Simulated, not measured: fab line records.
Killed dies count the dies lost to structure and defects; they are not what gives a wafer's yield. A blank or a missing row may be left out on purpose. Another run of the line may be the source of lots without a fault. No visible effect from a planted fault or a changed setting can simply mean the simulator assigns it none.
Which tool was responsible?	flow nand-harc	20 lots, 60 wafers sampled, at 6 steps of a route of 1302

== WHAT THE GAUGES READ, wafer by wafer ==
The record lacks any reading of a measuring or inspecting step that a usual standard deviation could be used to judge.

== EACH LOT AND THE TOOL THAT RAN IT (in order: tool; ch and the chambers of the sampled wafers; start) ==
lot	NHARC_A_STAIRCASE_ETCH_271	NHARC_A_STAIRCASE_HM_OPEN_463	NHARC_A_STAIRCASE_STRIP_316	NHARC_A_STAIRCASE_STRIP_476	NHARC_A_STAIRCASE_DEP_325	NHARC_A_STAIRCASE_DESCUM_443
L075	rie-diel-11 ch 0,1, day 16 22:03	rie-diel-11 ch 0,2, day 17 16:52 or earlier	rie-diel-11 ch 0,2,3, day 17 16:52 or earlier	rie-diel-13 ch 0,3, day 17 16:52	pecvd-03 ch 1,2, day 19 00:49	rie-diel-13 ch 0,1,2, day 19 09:22
L077	rie-diel-11 ch 0,2,3, day 17 17:18	rie-diel-13 ch 0,2,3, day 18 13:42 or earlier	rie-diel-13 ch 0,1,3, day 18 13:42 or earlier	rie-diel-13 ch 1,2,3, day 18 13:42	pecvd-04 ch 0,1,2, day 19 15:07	rie-diel-02 ch 0,2,3, day 19 23:55
L078	rie-diel-13 ch 2,3, day 18 07:05	rie-diel-13 ch 2,3, day 19 00:44 or earlier	rie-diel-13 ch 1,2,3, day 19 00:44 or earlier	rie-diel-02 ch 1,2, day 19 00:44	pecvd-03 ch 0,1,2, day 20 03:14	rie-diel-11 ch 0,2,3, day 20 10:56
L079	rie-diel-02 ch 1,2, day 18 16:44	rie-diel-13 ch 0,1, day 19 10:11 or earlier	rie-diel-13 ch 0,1, day 19 10:11 or earlier	rie-diel-02 ch 0,3, day 19 10:11	pecvd-04 ch 0,1,2, day 20 16:58	rie-diel-11 ch 0,1,3, day 21 01:11
L080	rie-diel-13 ch 1,2, day 19 03:31	rie-diel-11 ch 1,2,3, day 20 02:12 or earlier	rie-diel-11 ch 1,2, day 20 02:12 or earlier	rie-diel-13 ch 0,1,2, day 20 02:12	pecvd-03 ch 0,1,2, day 21 04:24	rie-diel-02 ch 0,1,2, day 21 12:20
L081	rie-diel-02 ch 0,1,3, day 19 05:24	rie-diel-11 ch 1,2,3, day 20 02:41 or earlier	rie-diel-11 ch 0,2, day 20 02:41 or earlier	rie-diel-13 ch 0,1, day 20 02:41	pecvd-04 ch 0,2, day 21 04:19	rie-diel-11 ch 0,2,3, day 21 12:10
L083	rie-diel-13 ch 1,2, day 19 19:49	rie-diel-02 ch 0,1,3, day 20 12:46 or earlier	rie-diel-02 ch 2,3, day 20 12:46 or earlier	rie-diel-13 ch 1,2,3, day 20 12:46	pecvd-04 ch 0,1, day 21 16:32	rie-diel-02 ch 1,2,3, day 22 00:36
L082	rie-diel-02 ch 0,1, day 19 21:22	rie-diel-02 ch 0,1, day 20 14:53 or earlier	rie-diel-02 ch 0,3, day 20 14:53 or earlier	rie-diel-11 ch 1,2,3, day 20 14:53	pecvd-03 ch 0,1,2, day 21 16:43	rie-diel-13 ch 2,3, day 22 00:44
L084	rie-diel-02 ch 1,2, day 20 14:33	rie-diel-13 ch 1,3, day 21 06:21 or earlier	rie-diel-13 ch 2,3, day 21 06:21 or earlier	rie-diel-13 ch 0,1,2, day 21 06:21	pecvd-03 ch 0,1, day 22 08:40	rie-diel-11 ch 1,2, day 22 16:23
L085	rie-diel-02 ch 2,3, day 20 22:11	rie-diel-13 ch 0,1,3, day 21 13:19 or earlier	rie-diel-13 ch 0,2,3, day 21 13:19 or earlier	rie-diel-13 ch 0,2,3, day 21 13:19	pecvd-03 ch 1,2, day 22 18:01	rie-diel-02 ch 1,2, day 23 02:01
L086	rie-diel-13 ch 0,1, day 21 14:37	rie-diel-11 ch 0,2,3, day 22 07:17 or earlier	rie-diel-11 ch 2,3, day 22 07:17 or earlier	rie-diel-11 ch 0,1,3, day 22 07:17	pecvd-01 ch 0,1,2, day 23 10:27	rie-diel-02 ch 0,1,2, day 23 20:46
L089	rie-diel-02 ch 2,3, day 22 22:19	rie-diel-02 ch 1,2,3, day 23 14:44 or earlier	rie-diel-02 ch 1,2,3, day 23 14:44 or earlier	rie-diel-11 ch 0,1,3, day 23 14:44	pecvd-01 ch 1,2, day 24 15:04	rie-diel-13 ch 0,1,2, day 25 01:25
L090	rie-diel-02 ch 1,2, day 23 07:27	rie-diel-13 ch 0,1,2, day 23 22:34 or earlier	rie-diel-13 ch 0,1, day 23 22:34 or earlier	rie-diel-13 ch 0,2, day 23 22:34	pecvd-01 ch 0,2, day 25 01:35	rie-diel-13 ch 0,2, day 25 10:24
L091	rie-diel-13 ch 0,1,2, day 23 08:52	rie-diel-11 ch 0,1,2, day 24 00:08 or earlier	rie-diel-11 ch 0,2,3, day 24 00:08 or earlier	rie-diel-13 ch 0,1,2, day 24 00:08	pecvd-04 ch 0,1,2, day 25 01:32	rie-diel-02 ch 0,1,2, day 25 10:14
L092	rie-diel-13 ch 0,1,2, day 24 13:40	rie-diel-13 ch 0,1,2, day 25 13:28 or earlier	rie-diel-13 ch 0,1,2, day 25 13:28 or earlier	rie-diel-11 ch 0,1,3, day 25 13:28	pecvd-03 ch 0,1,2, day 26 20:16	rie-diel-02 ch 0,3, day 27 04:55
L094	rie-diel-11 ch 0,2,3, day 24 19:46	rie-diel-11 ch 1,2, day 25 18:39 or earlier	rie-diel-11 ch 0,2, day 25 18:39 or earlier	rie-diel-02 ch 0,3, day 25 18:39	pecvd-04 ch 0,1,2, day 26 20:16	rie-diel-02 ch 2,3, day 27 04:59
L093	rie-diel-13 ch 0,1,2, day 24 21:34	rie-diel-11 ch 0,2,3, day 25 19:09 or earlier	rie-diel-11 ch 0,1,3, day 25 19:09 or earlier	rie-diel-02 ch 2,3, day 25 19:09	pecvd-01 ch 0,1,2, day 26 20:37	rie-diel-11 ch 0,1, day 27 04:31
L095	rie-diel-11 ch 1,2,3, day 25 13:25	rie-diel-13 ch 0,1,2, day 26 11:16 or earlier	rie-diel-13 ch 0,1,2, day 26 11:16 or earlier	rie-diel-02 ch 0,2, day 26 11:16	pecvd-01 ch 0,2, day 27 13:41	rie-diel-11 ch 2,3, day 28 01:34
L096	rie-diel-11 ch 0,1, day 26 01:49	rie-diel-13 ch 0,1, day 26 19:45 or earlier	rie-diel-13 ch 0,1,2, day 26 19:45 or earlier	rie-diel-11 ch 0,1,2, day 26 19:45	pecvd-01 ch 0,1,2, day 28 04:04	rie-diel-02 ch 2,3, day 28 15:40
L097	rie-diel-02 ch 1,3, day 26 07:23	rie-diel-13 ch 0,1,2, day 27 00:32 or earlier	rie-diel-13 ch 0,1, day 27 00:32 or earlier	rie-diel-02 ch 0,1,2, day 27 00:32	pecvd-04 ch 1,2, day 28 04:04	rie-diel-11 ch 1,2, day 28 16:04
- NHARC_A_STAIRCASE_ETCH_271: etches the open film in CF4/CHF3.
- NHARC_A_STAIRCASE_HM_OPEN_463: chemistry O2/COS.
- NHARC_A_STAIRCASE_STRIP_316: strips in O2.
- NHARC_A_STAIRCASE_STRIP_476: strips in O2, time 20 s.
- NHARC_A_STAIRCASE_DEP_325: deposits SiO2, target thk 7200 nm.
- NHARC_A_STAIRCASE_DESCUM_443: chemistry O2, time 3 s.

== WHAT THE TOOLS THEMSELVES READ (means of the sampled wafers that have a number; where no wafer has one, the mark that the record gives instead) ==
NHARC_A_STAIRCASE_ETCH_271. Usual: drypump-motor-current-A 5.8 A, standard deviation 0.52; mfc-ar-sccm 0.012 sccm, standard deviation 0.015; oes-product-au 0.947 a.u., standard deviation 0.021; rf-vpp-V 370.2 V, standard deviation 1.7; showerhead-plenum-p-Torr 1.56 Torr, standard deviation 0.045; throttle-valve-pct 16.803 %, standard deviation 0.0095.
lot	tool	drypump-motor-current-A (A)	mfc-ar-sccm (sccm)	oes-product-au (a.u.)	rf-vpp-V (V)	showerhead-plenum-p-Torr (Torr)	throttle-valve-pct (%)	flag
L075	rie-diel-11	6.2	0.021	0.971	369.3	1.55	16.793	
L077	rie-diel-11	6.1	0.020	0.969	369.9	1.54	16.803	
L078	rie-diel-13	5.4	0.000	0.966	371.7	1.57	16.799	
L079	rie-diel-02	6.3	0.022	0.950	371.3	1.57	16.812	
L080	rie-diel-13	5.4	0.000	0.921	368.9	1.52	16.794	
L081	rie-diel-02	5.5	0.003	0.961	371.0	1.58	16.798	
L083	rie-diel-13	5.4	0.000	0.965	368.8	1.52	16.811	
L082	rie-diel-02	5.5	0.000	0.917	371.9	1.59	16.795	
L084	rie-diel-02	6.3	0.011	0.982	371.0	1.58	16.795	
L085	rie-diel-02	5.9	0.025	0.931	370.0	1.55	16.807	
L086	rie-diel-13	5.6	0.013	0.941	370.0	1.54	16.799	
L089	rie-diel-02	5.6	0.017	0.930	369.3	1.54	16.796	
L090	rie-diel-02	6.3	0.022	0.966	370.0	1.56	16.802	
L091	rie-diel-13	5.4	0.013	0.965	370.2	1.56	16.807	
L092	rie-diel-13	5.4	0.013	0.949	370.5	1.56	16.802	
L094	rie-diel-11	6.1	0.020	0.961	369.0	1.52	16.803	
L093	rie-diel-13	5.4	0.013	0.933	370.1	1.56	16.818	
L095	rie-diel-11	5.8	0.009	0.924	369.4	1.54	16.809	
L096	rie-diel-11	5.9	0.011	0.943	369.9	1.55	16.803	
L097	rie-diel-02	6.0	0.003	0.929	370.1	1.57	16.800	

NHARC_A_STAIRCASE_HM_OPEN_463. Usual: drypump-motor-current-A 5.7 A, standard deviation 0.49; mfc-ar-sccm 0.012 sccm, standard deviation 0.016; oes-product-au 0.996 a.u., standard deviation 0.011; rf-vpp-V 466.3 V, standard deviation 2.3; showerhead-plenum-p-Torr 3.08 Torr, standard deviation 0.1; throttle-valve-pct 28.330 %, standard deviation 0.0098.
lot	tool	drypump-motor-current-A (A)	mfc-ar-sccm (sccm)	oes-product-au (a.u.)	rf-vpp-V (V)	showerhead-plenum-p-Torr (Torr)	throttle-valve-pct (%)	flag
L075	rie-diel-11	5.9	0.029	0.996	467.0	3.13	28.330	
L077	rie-diel-13	5.7	0.013	1.009	468.0	3.18	28.336	
L078	rie-diel-13	5.9	0.000	1.001	467.4	3.15	28.337	
L079	rie-diel-13	5.6	0.026	0.986	468.0	3.16	28.329	
L080	rie-diel-11	5.8	0.009	1.011	465.9	3.08	28.332	
L081	rie-diel-11	5.8	0.009	1.000	466.7	3.08	28.336	
L083	rie-diel-02	5.5	0.003	0.995	467.5	3.12	28.324	
L082	rie-diel-02	5.9	0.000	0.997	468.4	3.17	28.333	
L084	rie-diel-13	5.8	0.000	0.995	465.6	3.03	28.335	
L085	rie-diel-13	5.9	0.013	0.992	467.6	3.13	28.330	
L086	rie-diel-11	6.1	0.020	0.993	465.4	3.03	28.335	
L089	rie-diel-02	5.9	0.014	1.009	467.3	3.09	28.331	
L090	rie-diel-13	5.4	0.013	0.991	467.0	3.09	28.328	
L091	rie-diel-11	5.9	0.020	0.995	466.2	3.09	28.329	
L092	rie-diel-13	5.4	0.013	0.991	466.4	3.08	28.332	
L094	rie-diel-11	5.6	0.019	0.993	468.1	3.14	28.333	
L093	rie-diel-11	6.1	0.020	1.000	464.3	3.02	28.339	
L095	rie-diel-13	5.4	0.013	0.995	466.5	3.08	28.319	
L096	rie-diel-13	5.6	0.013	0.983	464.7	3.04	28.328	
L097	rie-diel-13	5.4	0.013	0.990	466.4	3.08	28.322	

NHARC_A_STAIRCASE_STRIP_316. Usual: drypump-motor-current-A 5.7 A, standard deviation 0.49; mfc-ar-sccm 0.012 sccm, standard deviation 0.016; oes-product-au 0.997 a.u., standard deviation 0.011; rf-vpp-V 57.7 V, standard deviation 0.88; showerhead-plenum-p-Torr 3.49 Torr, standard deviation 0.11; throttle-valve-pct 17.036 %, standard deviation 0.0099.
lot	tool	drypump-motor-current-A (A)	mfc-ar-sccm (sccm)	oes-product-au (a.u.)	rf-vpp-V (V)	showerhead-plenum-p-Torr (Torr)	throttle-valve-pct (%)	flag
L075	rie-diel-11	6.1	0.020	1.006	57.5	3.45	17.036	
L077	rie-diel-13	5.8	0.013	1.001	57.3	3.54	17.033	
L078	rie-diel-13	5.6	0.000	0.994	58.0	3.48	17.030	
L079	rie-diel-13	5.6	0.013	0.991	57.5	3.46	17.044	
L080	rie-diel-11	5.6	0.019	0.995	58.2	3.58	17.039	
L081	rie-diel-11	6.2	0.031	0.983	57.5	3.47	17.038	
L083	rie-diel-02	5.6	0.017	1.003	56.9	3.46	17.039	
L082	rie-diel-02	5.2	0.006	1.000	57.3	3.48	17.035	
L084	rie-diel-13	5.9	0.000	1.006	57.1	3.54	17.042	
L085	rie-diel-13	5.6	0.013	1.013	57.7	3.58	17.037	
L086	rie-diel-11	5.8	0.019	0.998	56.9	3.49	17.044	
L089	rie-diel-02	6.0	0.014	1.004	57.3	3.49	17.038	
L090	rie-diel-13	5.6	0.026	0.993	58.7	3.56	17.037	
L091	rie-diel-11	6.1	0.020	0.992	58.0	3.42	17.034	
L092	rie-diel-13	5.4	0.013	0.998	57.4	3.49	17.033	
L094	rie-diel-11	5.9	0.029	0.999	57.0	3.50	17.037	
L093	rie-diel-11	6.1	0.011	0.990	57.9	3.40	17.040	
L095	rie-diel-13	5.4	0.013	0.987	58.6	3.48	17.040	
L096	rie-diel-13	5.4	0.013	0.985	57.9	3.48	17.043	
L097	rie-diel-13	5.6	0.013	0.996	57.3	3.43	17.043	

NHARC_A_STAIRCASE_STRIP_476. Usual: drypump-motor-current-A 5.7 A, standard deviation 0.5; mfc-ar-sccm 0.011 sccm, standard deviation 0.016; oes-product-au 0.999 a.u., standard deviation 0.012; rf-vpp-V 57.8 V, standard deviation 0.89; showerhead-plenum-p-Torr 3.49 Torr, standard deviation 0.11; throttle-valve-pct 17.035 %, standard deviation 0.0093.
lot	tool	drypump-motor-current-A (A)	mfc-ar-sccm (sccm)	oes-product-au (a.u.)	rf-vpp-V (V)	showerhead-plenum-p-Torr (Torr)	throttle-valve-pct (%)	flag
L075	rie-diel-13	5.8	0.026	1.002	58.3	3.65	17.042	
L077	rie-diel-13	5.6	0.000	0.992	58.3	3.48	17.032	
L078	rie-diel-02	6.3	0.011	0.991	57.6	3.56	17.036	
L079	rie-diel-02	5.2	0.006	0.998	57.7	3.49	17.032	
L080	rie-diel-13	5.4	0.013	1.004	58.6	3.51	17.029	
L081	rie-diel-13	5.6	0.013	0.986	57.3	3.46	17.030	
L083	rie-diel-13	5.6	0.000	1.004	57.4	3.47	17.028	
L082	rie-diel-11	5.8	0.009	0.993	58.1	3.48	17.035	
L084	rie-diel-13	5.4	0.013	1.002	57.4	3.51	17.040	
L085	rie-diel-13	5.6	0.013	1.012	58.5	3.58	17.036	
L086	rie-diel-11	6.1	0.011	0.995	57.1	3.41	17.039	
L089	rie-diel-11	6.1	0.011	0.983	57.1	3.41	17.031	
L090	rie-diel-13	5.4	0.026	0.984	57.9	3.60	17.049	
L091	rie-diel-13	5.4	0.013	0.993	58.3	3.50	17.040	
L092	rie-diel-11	6.1	0.011	0.982	57.7	3.40	17.038	
L094	rie-diel-02	5.2	0.006	1.007	58.5	3.46	17.033	
L093	rie-diel-02	5.9	0.025	1.011	58.1	3.44	17.029	
L095	rie-diel-02	5.5	0.011	1.009	58.4	3.50	17.026	
L096	rie-diel-11	5.9	0.020	0.997	56.6	3.48	17.035	
L097	rie-diel-02	5.9	0.011	1.007	59.1	3.51	17.044	

NHARC_A_STAIRCASE_DEP_325. Usual: 637 W for heater-power-w, sd 100.
lot	tool	heater-power-w (W)	flag
L075	pecvd-03	604	
L077	pecvd-04	711	
L078	pecvd-03	621	
L079	pecvd-04	616	
L080	pecvd-03	654	
L081	pecvd-04	657	
L083	pecvd-04	641	
L082	pecvd-03	635	
L084	pecvd-03	695	
L085	pecvd-03	657	
L086	pecvd-01	588	
L089	pecvd-01	551	
L090	pecvd-01	626	
L091	pecvd-04	664	
L092	pecvd-03	668	
L094	pecvd-04	612	
L093	pecvd-01	589	
L095	pecvd-01	580	
L096	pecvd-01	617	
L097	pecvd-04	546	

NHARC_A_STAIRCASE_DESCUM_443. Usual: drypump-motor-current-A 5.8 A, standard deviation 0.52; mfc-ar-sccm 0.013 sccm, standard deviation 0.015; oes-product-au 0.999 a.u., standard deviation 0.011; rf-vpp-V 57.7 V, standard deviation 0.94; showerhead-plenum-p-Torr 1.89 Torr, standard deviation 0.059; throttle-valve-pct 11.313 %, standard deviation 0.0093.
lot	tool	drypump-motor-current-A (A)	mfc-ar-sccm (sccm)	oes-product-au (a.u.)	rf-vpp-V (V)	showerhead-plenum-p-Torr (Torr)	throttle-valve-pct (%)	flag
L075	rie-diel-13	5.4	0.013	1.002	58.5	1.91	11.320	
L077	rie-diel-02	5.5	0.014	0.997	57.8	1.89	11.312	
L078	rie-diel-11	6.1	0.020	1.001	57.0	1.86	11.309	
L079	rie-diel-11	6.1	0.011	0.984	57.7	1.85	11.313	
L080	rie-diel-02	5.9	0.011	0.985	57.3	1.92	11.310	
L081	rie-diel-11	6.1	0.020	0.999	57.0	1.86	11.308	
L083	rie-diel-02	6.0	0.014	0.991	57.7	1.90	11.321	
L082	rie-diel-13	5.4	0.000	1.013	58.8	1.91	11.308	
L084	rie-diel-11	5.7	0.009	0.994	58.0	1.92	11.317	
L085	rie-diel-02	6.3	0.011	0.994	58.3	1.93	11.308	
L086	rie-diel-02	5.9	0.011	0.997	58.0	1.91	11.314	
L089	rie-diel-13	5.4	0.013	0.991	56.9	1.89	11.314	
L090	rie-diel-13	5.2	0.013	0.992	58.5	1.92	11.322	
L091	rie-diel-02	6.0	0.011	1.012	57.9	1.91	11.317	
L092	rie-diel-02	5.1	0.003	1.015	57.2	1.89	11.316	
L094	rie-diel-02	5.9	0.025	1.014	57.8	1.87	11.312	
L093	rie-diel-11	6.2	0.021	1.001	58.6	1.85	11.317	
L095	rie-diel-11	5.9	0.009	1.014	58.0	2.02	11.314	
L096	rie-diel-02	5.6	0.017	1.005	57.7	1.85	11.319	
L097	rie-diel-11	5.7	0.009	0.999	58.1	1.91	11.317	

== THE ANSWER, worked out from the rows above alone ==
Rule: a lot is off if the mean of its wafers that have a number lies more than 3 standard deviations from the usual mean. A lot without any number at a reading at which 4 lots or more have one is off too. The other lots that the step has rows for count as sound. Order of review: gauges by route order, followed by the tools' own readings, for which a lot's mean as printed above is used. The first step at which some lot is off is used, and at that step the reading that is off furthest; a lot without a number counts as furthest.
No lot is off at any reading shown: from this, nothing can be told.

== WHAT THE SIMULATOR HAD INSERTED ==
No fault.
